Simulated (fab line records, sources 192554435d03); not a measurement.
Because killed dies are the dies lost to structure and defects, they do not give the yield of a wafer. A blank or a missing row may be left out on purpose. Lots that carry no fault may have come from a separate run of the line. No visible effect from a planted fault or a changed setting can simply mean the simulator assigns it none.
fab line records    flow n5-finfet
record: lots: 7  wafers: 21
route steps=1938 shown PMOS_HMC_CHANNEL_EPI@63 FIN_SAQP@138 FIN_CUT@176 DUMMY_GATE@225 HKMG_FIN@424 MOL_CONTACT_COAG@544 BEOL_M0_CUTY@713 BEOL_M0@715
start-h: hours from the record's first day to the start of the lot's first wafer shown    wait-h: hours from the lot's prior step to this one    " the same as in the row above    L1.1+2: a single row standing in for several wafers    - value missing, or start not given    * or withheld: withheld    < > ~ a bound
route shown NAME@n: NAME is a module with steps in the file, n the number in the route of the first one    usual: mean/standard deviation of fault-free wafers    same: alike in all rows    chamber/n: place in a boat    sites: per-site readings    _std_site: their standard deviation    _edge_site: mean of outer sites minus mean of inner sites    radius-mm: for every site, how far away it sits from the centre of the wafer    mask NAME#n: copy n    behind: the most recent tool/chamber to have shaped the wafer    hold: why the lot went on hold/how many hours it stayed there/how the hold came to an end    device: transistor that didn't switch, given as n, p or np    end of line: the route-end tests of the same wafers    for a step that has no rows: nothing shown but its recipe    killed: count of dies lost to structure and defects at first sort (not the wafer's yield)    map: shows each die of a wafer: x if killed, . if not, _ if none is there
set.NAME: the run value of the setting; set.NAME@STEP: its run value at that earlier step    model.NAME: the simulator's own value behind a step, which no gauge read
lots where settings were altered on purpose, with a table for each step and a row for each wafer
== steps ==
step: N5_PMOS_HMC_CHANNEL_EPI_PEB_07
recipe: peb-temp-c: 110  peb-time-s: 60  resist: CAR-ArF-block
lot.wafer   tool            chamber  start-h  wait-h  set.peb-temp-c
L076.2+5+6  litho-track-04  0        29.13    0.0     110
L077.1+5    litho-track-03  0        35.01    0.1     108
L077.3      "               0        "        "       110
L083.3+5+6  litho-track-02  0        71.75    0.0     110
L084.2      litho-track-02  0        77.45    0.0     110
L084.5+6    "               0        "        "       112
L088.4+5+6  litho-track-03  0        101.42   0.0     110
L095.2+5+6  litho-track-04  0        143.66   0.0     110
L097.3+4+5  litho-track-02  0        159.06   0.0     110
step: N5_PMOS_HMC_CHANNEL_EPI_DEVELOP_08
recipe: develop-time-s: 30  developer: TMAH  resist: CAR-ArF-block  dev-temp-c: 23  rinse-liquid: diw  dry: air-spin
step: N5_PMOS_HMC_CHANNEL_EPI_CD_MEAS_09
recipe: target-cd-nm: 237.4  landing-energy-ev: 500  detector: se-inlens
usual: cd-nm: 236.7/1.4
lot.wafer  tool       chamber  start-h  wait-h  set.peb-temp-c@PMOS_HMC_CHANNEL_EPI_PEB_07  cd-nm
L076.2     cd-sem-03  0        29.20    -       110                                         238.2
L076.5     "          0        "        "       110                                         238.1
L076.6     "          0        "        "       110                                         238.8
L077.1     cd-sem-03  0        35.08    -       108                                         227.7
L077.3     "          0        "        "       110                                         234.5
L077.5     "          0        "        "       108                                         228.8
L083.3     cd-sem-01  0        71.82    -       110                                         236.9
L083.5     "          0        "        "       110                                         235.0
L083.6     "          0        "        "       110                                         237.4
L084.2     cd-sem-03  0        77.52    -       110                                         238.1
L084.5     "          0        "        "       112                                         244.6
L084.6     "          0        "        "       112                                         241.8
L088.4     cd-sem-03  0        101.49   -       110                                         235.3
L088.5     "          0        "        "       110                                         235.0
L088.6     "          0        "        "       110                                         236.6
L095.2     cd-sem-01  0        143.73   -       110                                         236.6
L095.5     "          0        "        "       110                                         237.7
L095.6     "          0        "        "       110                                         239.0
L097.3     cd-sem-02  0        159.13   -       110                                         239.0
L097.4     "          0        "        "       110                                         237.3
L097.5     "          0        "        "       110                                         237.6
step: N5_PMOS_HMC_CHANNEL_EPI_DESCUM_14
recipe: chemistry: O2  time-s: 7.9  source-power-w: 50  bias-power-w: 20  pressure-mtorr: 20  rf-frequency-hz: 2.712e+07  temp-c: 40  resist: CAR-ArF-block  o2-flow-sccm: 225
lot.wafer  tool         chamber  start-h  wait-h  set.peb-temp-c@PMOS_HMC_CHANNEL_EPI_PEB_07  model.PMOS_HMC_CHANNEL_EPI.cd-nm
L076.2+5   rie-diel-02  2,3      29.28    0.0     110                                         238.2
L076.6     "            2        "        "       110                                         238.9
L077.1     rie-diel-06  0        35.17    0.0     108                                         228.1
L077.3     "            1        "        "       110                                         234.4
L077.5     "            2        "        "       108                                         229.1
L083.3     rie-diel-06  0        72.03    0.2     110                                         237.2
L083.5     "            3        "        "       110                                         235
L083.6     "            0        "        "       110                                         237.5
L084.2     rie-diel-03  2        77.60    0.0     110                                         238.1
L084.5     "            3        "        "       112                                         244.9
L084.6     "            0        "        "       112                                         241.7
L088.4     rie-diel-02  0        101.57   0.0     110                                         235.6
L088.5     "            0        "        "       110                                         235.4
L088.6     "            3        "        "       110                                         236.5
L095.2     rie-diel-02  1        143.82   0.0     110                                         236.5
L095.5     "            2        "        "       110                                         237.5
L095.6     "            1        "        "       110                                         239.3
L097.3     rie-diel-03  0        159.38   0.2     110                                         238.6
L097.4     "            1        "        "       110                                         237.2
L097.5     "            2        "        "       110                                         237.5
step: N5_PMOS_HMC_CHANNEL_EPI_ETCH_32
recipe: chemistry: N2/H2  target: BARC  stop-on: SiO2  target-depth-a: 858  over-etch-frac: 0.3  time-s: 50.3  ion-energy-ev: 200  mask-material: CAR-ArF-block  pressure-mtorr: 30  source-w: 840  bias-w: 150  n2-flow-sccm: 200  h2-flow-sccm: 200
lot.wafer  tool         chamber  start-h  wait-h  set.peb-temp-c@PMOS_HMC_CHANNEL_EPI_PEB_07  model.PMOS_HMC_CHANNEL_EPI.cd-nm
L076.2     rie-diel-02  2        29.32    0.0     110                                         239.8
L076.5     "            3        "        "       110                                         239.2
L076.6     "            2        "        "       110                                         240.8
L077.1     rie-diel-06  0        35.20    0.0     108                                         230.9
L077.3     "            1        "        "       110                                         237.9
L077.5     "            2        "        "       108                                         231
L083.3     rie-diel-06  0        72.06    0.0     110                                         240.2
L083.5     "            3        "        "       110                                         239.5
L083.6     "            0        "        "       110                                         240.3
L084.2     rie-diel-03  2        77.64    0.0     110                                         241
L084.5     "            3        "        "       112                                         247.9
L084.6     "            0        "        "       112                                         245.2
L088.4     rie-diel-02  0        101.61   0.0     110                                         237.1
L088.5     "            0        "        "       110                                         237
L088.6     "            3        "        "       110                                         238.2
L095.2     rie-diel-02  1        143.85   0.0     110                                         238.6
L095.5     "            2        "        "       110                                         239.8
L095.6     "            1        "        "       110                                         241.5
L097.3     rie-diel-03  0        159.41   0.0     110                                         242.3
L097.4     "            1        "        "       110                                         240.1
L097.5     "            2        "        "       110                                         240.7
step: N5_FIN_SAQP_SPACER2_ALD_28
recipe: material: SiO2  target-thk-a: 81  temp-c: 300  ald-precursor-family: BDEAS  ald-co-reactant: O2-plasma  pulse-time-s: 1  purge-time-s: 2  co-reactant-purge-time-s: 2  pressure-torr: 2
lot.wafer   tool        chamber  start-h  wait-h  set.temp-c  model.SiO2_of_FIN_SAQP_SPACER2_ALD_28.thk-nm
L076.2      ald-sin-02  1        39.02    2.0     289.6       8.4
L076.5+6    "           0,1      "        "       300         8
L077.1+5    ald-sin-02  0,3      43.83    0.1     300         8.2
L077.3      "           2        "        "       300         8
L083.3+6    ald-sin-03  3,1      79.36    0.1     300         8.2
L083.5      "           2        "        "       308.9       8
L084.2+5+6  ald-sin-02  2,0,3    85.77    0.3     300         8.2
L088.4+6    ald-sin-04  0,2      108.94   0.1     300         8.2
L088.5      "           3        "        "       287.4       8.4
L095.2      ald-sin-02  3        152.08   0.2     286.5       8.6
L095.5      "           1        "        "       300         8
L095.6      "           0        "        "       286.5       8.4
L097.3+4    ald-sin-04  2,0      167.94   1.1     300         8.2
L097.5      "           3        "        "       300         8
step: N5_FIN_CUT_CUT_ETCH_15
recipe: chemistry: HBr/Cl2/O2  target: Si  target-depth-a: 1000  bt-time-s: 10  mask-material: SOC  time-s: 42.4  ion-energy-ev: *  bias-w: *  pressure-mtorr: 10  icp-w: 800  HBr_flow_sccm: 150  Cl2_flow_sccm: 80  O2_flow_sccm: 12
lot.wafer  tool       chamber  start-h  wait-h  set.time-s  model.etch.depth-nm  model.FIN_CUT.feature-depth-nm  model.SOC_of_FIN_CUT_COAT_18.thk-nm
L076.2     rie-si-03  2        42.00    0.1     42.4        97.21                97.2                            171
L076.5     "          1        "        "       42.4        96.9                 97                              172.2
L076.6     "          2        "        "       42.4        96.86                96.8                            173.2
L077.1     rie-si-02  1        46.25    0.1     42.4        101.4                101.4                           170.8
L077.3     "          3        "        "       37.53       87.77                87.8                            175.6
L077.5     "          3        "        "       37.53       87.19                87.2                            176.8
L083.3     rie-si-06  1        81.81    0.0     42.4        103.8                103.8                           169.8
L083.5     "          3        "        "       42.4        101.5                101.4                           169.2
L083.6     "          0        "        "       45.19       110.6                110.6                           166.8
L084.2     rie-si-03  1        87.94    0.1     42.4        97.66                97.6                            170.6
L084.5     "          2        "        "       42.4        96.88                96.8                            171
L084.6     "          0        "        "       33.06       77.22                77.2                            179
L088.4     rie-si-02  0        111.10   0.0     42.4        99.65                99.6                            169.4
L088.5     "          1        "        "       42.4        100.9                101                             170.2
L088.6     "          2        "        "       42.4        97.12                97.2                            170.8
L095.2     rie-si-03  1        154.34   0.1     46.1        108                  108                             168
L095.5     "          3        "        "       46.1        109.4                109.4                           168
L095.6     "          0        "        "       42.4        99.95                100                             171.2
L097.3     rie-si-03  2        170.27   0.0     42.4        98.25                98.2                            171
L097.4     "          1        "        "       42.4        99.8                 99.8                            169.4
L097.5     "          0        "        "       42.4        100.9                100.8                           171.4
step: N5_DUMMY_GATE_COAT_09
recipe: resist: CAR-EUV  spin-rpm: 1500  resist-thk-nm: 30
lot.wafer   tool            chamber  start-h  wait-h  set.spin-rpm  model.CAR-EUV_of_DUMMY_GATE_COAT_09.thk-nm
L076.2+5    litho-track-04  0        -        -       1562          29.6
L076.6      "               0        "        "       1500          30.2
L077.1      litho-track-03  0        -        -       1636          28.6
L077.3      "               0        "        "       1636          28.8
L077.5      "               0        "        "       1500          30
L083.3+5+6  litho-track-04  0        -        -       1500          29.8
L084.2      litho-track-03  0        -        -       1500          29.8
L084.5+6    "               0        "        "       1500          30
L088.4      litho-track-03  0        -        -       1346          31.6
L088.5+6    "               0        "        "       1500          30
L095.2+5+6  litho-track-03  0        -        -       1500          30
L097.3+4    litho-track-05  0        -        -       1500          30
L097.5      "               0        "        "       1500          29.8
step: N5_DUMMY_GATE_EBR_11
recipe: solvent: PGMEA  ebr-width-mm: 1.5
step: N5_DUMMY_GATE_SOFTBAKE_10
recipe: temp-c: 110  time-s: 60  resist: CAR-EUV
step: N5_DUMMY_GATE_EXPOSE_12
recipe: mask-id: GATE  na: 0.33  source-shape: annular  sigma-inner: 0.2  sigma-outer: 0.6  polarization: unpolarized  target-cd-nm: 25  dose-mj: 34
step: N5_DUMMY_GATE_PEB_13
recipe: peb-temp-c: 100  peb-time-s: 60  resist: CAR-EUV
step: N5_DUMMY_GATE_DEVELOP_14
recipe: develop-time-s: 30  developer: TMAH  resist: CAR-EUV  rinse-liquid: surfactant-rinse  dry: air-spin  dev-temp-c: 23
lot.wafer   tool            chamber  start-h  wait-h  set.spin-rpm@DUMMY_GATE_COAT_09  model.CAR-EUV_of_DUMMY_GATE_COAT_09.thk-nm
L076.2+5    litho-track-05  0        -        -       1562                             29
L076.6      "               0        "        "       1500                             29.8
L077.1+3    litho-track-03  0        -        -       1636                             28.2
L077.5      "               0        "        "       1500                             29.6
L083.3+5+6  litho-track-04  0        -        -       1500                             29.4
L084.2+5+6  litho-track-03  0        -        -       1500                             29.4
L088.4      litho-track-03  0        -        -       1346                             31.2
L088.5+6    "               0        "        "       1500                             29.4
L095.2      litho-track-04  0        -        -       1500                             29.6
L095.5+6    "               0        "        "       1500                             29.4
L097.3+4+5  litho-track-04  0        -        -       1500                             29.4
step: N5_DUMMY_GATE_ETCH_37
recipe: chemistry: N2/H2  target: SOC  target-depth-a: 600  overetch-a: 300  temp-c: 40  ion-energy-ev: 200  pressure-mtorr: 30  source-w: 840  bias-w: 150  n2-flow-sccm: 200  h2-flow-sccm: 200
usual: rf-vpp-V: 523.4/3
lot.wafer  tool         chamber  start-h  wait-h  set.source-w  rf-vpp-V
L076.2     rie-diel-03  3        59.83    0.0     840           521.3
L076.5     "            2        "        "       840           523.2
L076.6     "            3        "        "       840           521.5
L077.1     rie-diel-06  1        64.33    0.0     840           527.4
L077.3     "            0        "        "       740.8         542.7
L077.5     "            0        "        "       840           520.4
L083.3     rie-diel-03  0        99.92    0.0     840           526.4
L083.5     "            3        "        "       958.8         498.6
L083.6     "            0        "        "       958.8         503.9
L084.2     rie-diel-02  1        106.19   0.0     840           522.6
L084.5     "            3        "        "       840           525.4
L084.6     "            0        "        "       840           518.1
L088.4     rie-diel-06  1        129.00   0.0     928.3         509.3
L088.5     "            0        "        "       840           518.5
L088.6     "            1        "        "       840           526.8
L095.2     rie-diel-06  1        174.17   0.0     735.7         551.9
L095.5     "            3        "        "       735.7         546.7
L095.6     "            0        "        "       840           519.7
L097.3     rie-diel-03  1        189.04   0.0     840           528.3
L097.4     "            3        "        "       840           519.5
L097.5     "            1        "        "       840           527.5
step: N5_HKMG_FIN_COAT_06
recipe: resist: CAR-ArF  spin-rpm: 1500  resist-thk-nm: 90
lot.wafer  tool            chamber  start-h  wait-h  set.spin-rpm  model.CAR-ArF_of_HKMG_FIN_COAT_06.thk-nm
L076.2     litho-track-01  0        -        -       1650          85.8
L076.5+6   "               0        "        "       1500          90
L077.1     litho-track-01  0        -        -       1500          90.2
L077.3     "               0        "        "       1416          92.6
L077.5     "               0        "        "       1416          92.4
L083.3     litho-track-02  0        -        -       1446          91.6
L083.5     "               0        "        "       1446          91.4
L083.6     "               0        "        "       1500          89.8
L084.2+6   litho-track-01  0        -        -       1430          92
L084.5     "               0        "        "       1500          89.6
L088.4+5   litho-track-01  0        -        -       1346          95.4
L088.6     "               0        "        "       1500          90
L095.2     litho-track-02  0        -        -       1658          85.8
L095.5+6   "               0        "        "       1658          85.6
L097.3+4   litho-track-01  0        -        -       1500          89.8
L097.5     "               0        "        "       1500          89.6
step: N5_MOL_CONTACT_COAG_ALD_20
recipe: material: TiN  target-thk-a: 15  temp-c: 400  ald-precursor-family: TiCl4  ald-co-reactant: NH3  pulse-time-s: 1  purge-time-s: 3  co-reactant-purge-time-s: 2  co-reactant-pulse-time-s: 2  ald-cycles: 68  pressure-torr: 3
lot.wafer   tool          chamber  start-h  wait-h  set.ald-cycles  model.TiN_of_MOL_CONTACT_COAG_ALD_20.thk-nm
L076.2+5    ald-metal-03  3        101.40   0.1     59              1.2
L076.6      "             0        "        "       68              1.6
L077.1+5    ald-metal-01  1,2      107.31   0.1     68              1.6
L077.3      "             0        "        "       77              1.8
L083.3      ald-metal-02  1        140.70   0.1     68              1.6
L083.5+6    "             3,0      "        "       72              1.6
L084.2      ald-metal-01  0        147.95   0.1     68              1.6
L084.5+6    "             2,1      "        "       79              1.8
L088.4      ald-metal-01  1        173.11   0.1     68              1.4
L088.5      "             3        "        "       68              1.6
L088.6      "             0        "        "       79              1.8
L095.2+5    ald-metal-03  1,2      214.82   0.1     60              1.4
L095.6      "             1        "        "       68              1.6
L097.3+4+5  ald-metal-01  0,1,0    231.04   0.1     68              1.6
step: N5_MOL_CONTACT_COAG_COAT_64
recipe: resist: underlayer  temp-c: 205  time-s: 60  spin-rpm: 1500  resist-thk-nm: 10
lot.wafer   tool            chamber  start-h  wait-h  set.spin-rpm
L076.2+5+6  litho-track-05  0        -        -       1500
L077.1+3+5  litho-track-05  0        -        -       1500
L083.3      litho-track-02  0        -        -       1577
L083.5+6    "               0        "        "       1500
L084.2+5+6  litho-track-02  0        -        -       1500
L088.4+5+6  litho-track-05  0        -        -       1500
L095.2+6    litho-track-05  0        -        -       1449
L095.5      "               0        "        "       1500
L097.3+4+5  litho-track-02  0        -        -       1500
step: N5_MOL_CONTACT_COAG_DESCUM_45
recipe: chemistry: O2  time-s: 7  source-power-w: 50  bias-power-w: 20  pressure-mtorr: 20  rf-frequency-hz: 2.712e+07  temp-c: 40  resist: CAR-EUV  o2-flow-sccm: 225
lot.wafer   tool         chamber  start-h  wait-h  set.time-s  model.CAR-EUV_of_MOL_CONTACT_COAG_COAT_34.thk-nm
L076.2+5+6  rie-diel-04  1,3,1    112.61   0.0     7           36
L077.1      rie-diel-05  0        116.08   0.0     7           36
L077.3+5    "            3,1      "        "       7           36.2
L083.3      rie-diel-01  2        151.61   0.0     8.525       35.2
L083.5      "            0        "        "       7           36.2
L083.6      "            3        "        "       8.525       35.4
L084.2      rie-diel-01  2        158.19   0.5     7           36
L084.5+6    "            3,2      "        "       5.489       36.8
L088.4+5    rie-diel-04  1,2      185.44   0.0     7.671       35.8
L088.6      "            1        "        "       7           36.2
L095.2      rie-diel-01  3        223.41   0.0     6.586       36.4
L095.5      "            2        "        "       7           36
L095.6      "            3        "        "       6.586       36.2
L097.3      rie-diel-05  3        240.62   0.0     7           36.2
L097.4+5    "            2,1      "        "       7           36.4
step: N5_MOL_CONTACT_COAG_ETCH_65
recipe: chemistry: N2/H2  target: underlayer  target-depth-a: 130  mask-material: CAR-EUV  time-s: 10.4  ion-energy-ev: 200  pressure-mtorr: 30  source-w: 840  bias-w: 150  n2-flow-sccm: 200  h2-flow-sccm: 200  ends: cleared
lot.wafer  tool         chamber  start-h  wait-h  set.spin-rpm@MOL_CONTACT_COAG_COAT_64  set.time-s@MOL_CONTACT_COAG_DESCUM_45  model.CAR-EUV_of_MOL_CONTACT_COAG_COAT_34.thk-nm  model.etch.depth-nm
L076.2     rie-diel-04  1        112.65   0.0     1500                                   7                                      24.4                                              9.977
L076.5     "            3        "        "       1500                                   7                                      24.8                                              9.962
L076.6     "            1        "        "       1500                                   7                                      24.4                                              10
L077.1     rie-diel-05  0        116.12   0.0     1500                                   7                                      24.6                                              9.973
L077.3     "            3        "        "       1500                                   7                                      24.8                                              9.966
L077.5     "            1        "        "       1500                                   7                                      25                                                9.975
L083.3     rie-diel-01  2        151.64   0.0     1577                                   8.525                                  24                                                9.723
L083.5     "            0        "        "       1500                                   7                                      24.8                                              10.01
L083.6     "            3        "        "       1500                                   8.525                                  24.2                                              9.983
L084.2     rie-diel-01  2        158.22   0.0     1500                                   7                                      24.4                                              9.96
L084.5     "            3        "        "       1500                                   5.489                                  25.6                                              9.995
L084.6     "            2        "        "       1500                                   5.489                                  25.4                                              9.961
L088.4     rie-diel-04  1        185.48   0.0     1500                                   7.671                                  24                                                10.03
L088.5     "            2        "        "       1500                                   7.671                                  24.2                                              10.04
L088.6     "            1        "        "       1500                                   7                                      24.4                                              9.988
L095.2     rie-diel-01  3        223.45   0.0     1449                                   6.586                                  25                                                10.15
L095.5     "            2        "        "       1500                                   7                                      24.4                                              9.987
L095.6     "            3        "        "       1449                                   6.586                                  24.8                                              10.15
L097.3     rie-diel-05  3        240.65   0.0     1500                                   7                                      24.8                                              10.03
L097.4     "            2        "        "       1500                                   7                                      24.8                                              10.05
L097.5     "            1        "        "       1500                                   7                                      25                                                10.07
step: N5_MOL_CONTACT_COAG_ETCH_66
recipe: chemistry: CF4  target: SiARC  target-depth-a: 130  mask-material: CAR-EUV  time-s: 21.7  ion-energy-ev: 80  pressure-mtorr: 40  source-w: 545  bias-w: 36  Ar_flow_sccm: 100  cf4-flow-sccm: 100  ends: cleared
lot.wafer  tool         chamber  start-h  wait-h  set.time-s@MOL_CONTACT_COAG_DESCUM_45  model.CAR-EUV_of_MOL_CONTACT_COAG_COAT_34.thk-nm
L076.2     rie-diel-04  1        112.67   0.0     7                                      16.8
L076.5     "            3        "        "       7                                      17.2
L076.6     "            1        "        "       7                                      16.6
L077.1+3   rie-diel-05  0,3      116.14   0.0     7                                      17
L077.5     "            1        "        "       7                                      17.2
L083.3     rie-diel-01  2        151.66   0.0     8.525                                  16.4
L083.5     "            0        "        "       7                                      17.2
L083.6     "            3        "        "       8.525                                  16.6
L084.2     rie-diel-01  2        158.24   0.0     7                                      16.8
L084.5     "            3        "        "       5.489                                  17.8
L084.6     "            2        "        "       5.489                                  17.6
L088.4     rie-diel-04  1        185.50   0.0     7.671                                  16.4
L088.5     "            2        "        "       7.671                                  16.6
L088.6     "            1        "        "       7                                      16.8
L095.2+6   rie-diel-01  3        223.47   0.0     6.586                                  17.2
L095.5     "            2        "        "       7                                      16.8
L097.3+5   rie-diel-05  3,1      240.67   0.0     7                                      17.2
L097.4     "            2        "        "       7                                      17
step: N5_BEOL_M0_CUTY_ETCH_63
recipe: chemistry: N2/H2  target: SOC  target-depth-a: 827  overetch-a: 165  mask-material: SiARC  temp-c: 40  ion-energy-ev: 200  time-s: 124  pressure-mtorr: 30  source-w: 840  bias-w: 150  n2-flow-sccm: 200  h2-flow-sccm: 200
lot.wafer   tool         chamber  start-h  wait-h  set.time-s  model.SiO2_of_BEOL_M0_SAQP_SPACER2_ALD_26.thk-nm
L076.2+5+6  rie-diel-04  3,2,3    125.49   0.0     124         7
L077.1      rie-diel-05  0        131.26   0.0     150.2       6.4
L077.3+5    "            1,3      "        "       124         7.2
L083.3      rie-diel-05  3        163.74   0.0     150.7       6.4
L083.5      "            1        "        "       124         7.2
L083.6      "            2        "        "       124         7.4
L084.2      rie-diel-04  1        171.95   0.0     142.5       6.6
L084.5      "            0        "        "       142.5       6.8
L084.6      "            3        "        "       124         7
L088.4+5    rie-diel-04  2,3      199.40   0.0     124         7.2
L088.6      "            0        "        "       142.3       6.8
L095.2      rie-diel-01  2        238.23   0.0     124         7.2
L095.5+6    "            2,1      "        "       110.2       7.6
L097.3+4    rie-diel-04  3        251.98   0.0     124         7
L097.5      "            1        "        "       124         7.2
step: N5_BEOL_M0_CUTY_STRIP_64
recipe: chemistry: N2/H2  temp-c: 40  n2-flow-sccm: 200  h2-flow-sccm: 200  rf-frequency-hz: 6e+07
step: N5_BEOL_M0_ETCH_138
recipe: chemistry: CH3F/O2  target-depth-a: 120  target: SiCN  time-s: 31.6  ion-energy-ev: 120  pressure-mtorr: 30  source-w: 395  bias-w: 75  Ar_flow_sccm: 150  CH3F_flow_sccm: 30  O2_flow_sccm: 20  ends: cleared
lot.wafer   tool         chamber  start-h  wait-h  set.time-s@BEOL_M0_CUTY_ETCH_63  model.SiO2_of_BEOL_M0_SAQP_SPACER2_ALD_26.thk-nm
L076.2+5+6  rie-diel-04  3,2,3    125.61   0.0     124                              5
L077.1      rie-diel-05  0        131.38   0.0     150.2                            4.4
L077.3+5    "            1,3      "        "       124                              5.2
L083.3      rie-diel-05  3        163.86   0.0     150.7                            4.4
L083.5      "            1        "        "       124                              5.2
L083.6      "            2        "        "       124                              5.4
L084.2      rie-diel-04  1        172.07   0.0     142.5                            4.6
L084.5      "            0        "        "       142.5                            4.8
L084.6      "            3        "        "       124                              5
L088.4+5    rie-diel-04  2,3      199.52   0.0     124                              5.2
L088.6      "            0        "        "       142.3                            5
L095.2      rie-diel-01  2        238.36   0.0     124                              5.4
L095.5+6    "            2,1      "        "       110.2                            5.6
L097.3+4    rie-diel-04  3        252.10   0.0     124                              5
L097.5      "            1        "        "       124                              5.2
== key ==
split: step: N5_PMOS_HMC_CHANNEL_EPI_PEB_07  setting: peb-temp-c  stated: 110  by: wafer
response: step: N5_PMOS_HMC_CHANNEL_EPI_CD_MEAS_09  reading: cd-nm  change: +3.1  per: 1%  r: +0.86
response: step: N5_PMOS_HMC_CHANNEL_EPI_DESCUM_14  reading: model.PMOS_HMC_CHANNEL_EPI.cd-nm  change: +3.03  per: 1%  r: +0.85
response: step: N5_PMOS_HMC_CHANNEL_EPI_ETCH_32  reading: model.PMOS_HMC_CHANNEL_EPI.cd-nm  change: +3.45  per: 1%  r: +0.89
split: step: N5_FIN_SAQP_SPACER2_ALD_28  setting: temp-c  stated: 300  by: wafer
response: step: N5_FIN_SAQP_SPACER2_ALD_28  reading: model.SiO2_of_FIN_SAQP_SPACER2_ALD_28.thk-nm  change: -0.0864  per: 1%  r: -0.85
split: step: N5_FIN_CUT_CUT_ETCH_15  setting: time-s  stated: 42.4  by: wafer
response: step: N5_FIN_CUT_CUT_ETCH_15  reading: model.etch.depth-nm  change: +0.992  per: 1%  r: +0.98
response: step: N5_FIN_CUT_CUT_ETCH_15  reading: model.FIN_CUT.feature-depth-nm  change: +0.989  per: 1%  r: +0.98
response: step: N5_FIN_CUT_CUT_ETCH_15  reading: model.SOC_of_FIN_CUT_COAT_18.thk-nm  change: -0.391  per: 1%  r: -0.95
split: step: N5_DUMMY_GATE_COAT_09  setting: spin-rpm  stated: 1500  by: wafer
response: step: N5_DUMMY_GATE_COAT_09  reading: model.CAR-EUV_of_DUMMY_GATE_COAT_09.thk-nm  change: -0.15  per: 1%  r: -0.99
response: step: N5_DUMMY_GATE_DEVELOP_14  reading: model.CAR-EUV_of_DUMMY_GATE_COAT_09.thk-nm  change: -0.168  per: 1%  r: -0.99
split: step: N5_DUMMY_GATE_ETCH_37  setting: source-w  stated: 840  by: wafer
response: step: N5_DUMMY_GATE_ETCH_37  reading: rf-vpp-V  change: -1.8  per: 1%  r: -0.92
split: step: N5_HKMG_FIN_COAT_06  setting: spin-rpm  stated: 1500  by: wafer
response: step: N5_HKMG_FIN_COAT_06  reading: model.CAR-ArF_of_HKMG_FIN_COAT_06.thk-nm  change: -0.47  per: 1%  r: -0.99
split: step: N5_MOL_CONTACT_COAG_ALD_20  setting: ald-cycles  stated: 68  by: wafer
response: step: N5_MOL_CONTACT_COAG_ALD_20  reading: model.TiN_of_MOL_CONTACT_COAG_ALD_20.thk-nm  change: +0.0176  per: 1%  r: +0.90
split: step: N5_MOL_CONTACT_COAG_COAT_64  setting: spin-rpm  stated: 1500  by: wafer
response: step: N5_MOL_CONTACT_COAG_ETCH_65  reading: model.etch.depth-nm  change: -0.0512  per: 1%  r: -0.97
split: step: N5_MOL_CONTACT_COAG_DESCUM_45  setting: time-s  stated: 7  by: wafer
response: step: N5_MOL_CONTACT_COAG_DESCUM_45  reading: model.CAR-EUV_of_MOL_CONTACT_COAG_COAT_34.thk-nm  change: -0.0398  per: 1%  r: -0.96
response: step: N5_MOL_CONTACT_COAG_ETCH_65  reading: model.CAR-EUV_of_MOL_CONTACT_COAG_COAT_34.thk-nm  change: -0.042  per: 1%  r: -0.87
response: step: N5_MOL_CONTACT_COAG_ETCH_66  reading: model.CAR-EUV_of_MOL_CONTACT_COAG_COAT_34.thk-nm  change: -0.0374  per: 1%  r: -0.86
split: step: N5_BEOL_M0_CUTY_ETCH_63  setting: time-s  stated: 124  by: wafer
response: step: N5_BEOL_M0_CUTY_ETCH_63  reading: model.SiO2_of_BEOL_M0_SAQP_SPACER2_ALD_26.thk-nm  change: -0.0347  per: 1%  r: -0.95
response: step: N5_BEOL_M0_ETCH_138  reading: model.SiO2_of_BEOL_M0_SAQP_SPACER2_ALD_26.thk-nm  change: -0.0312  per: 1%  r: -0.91
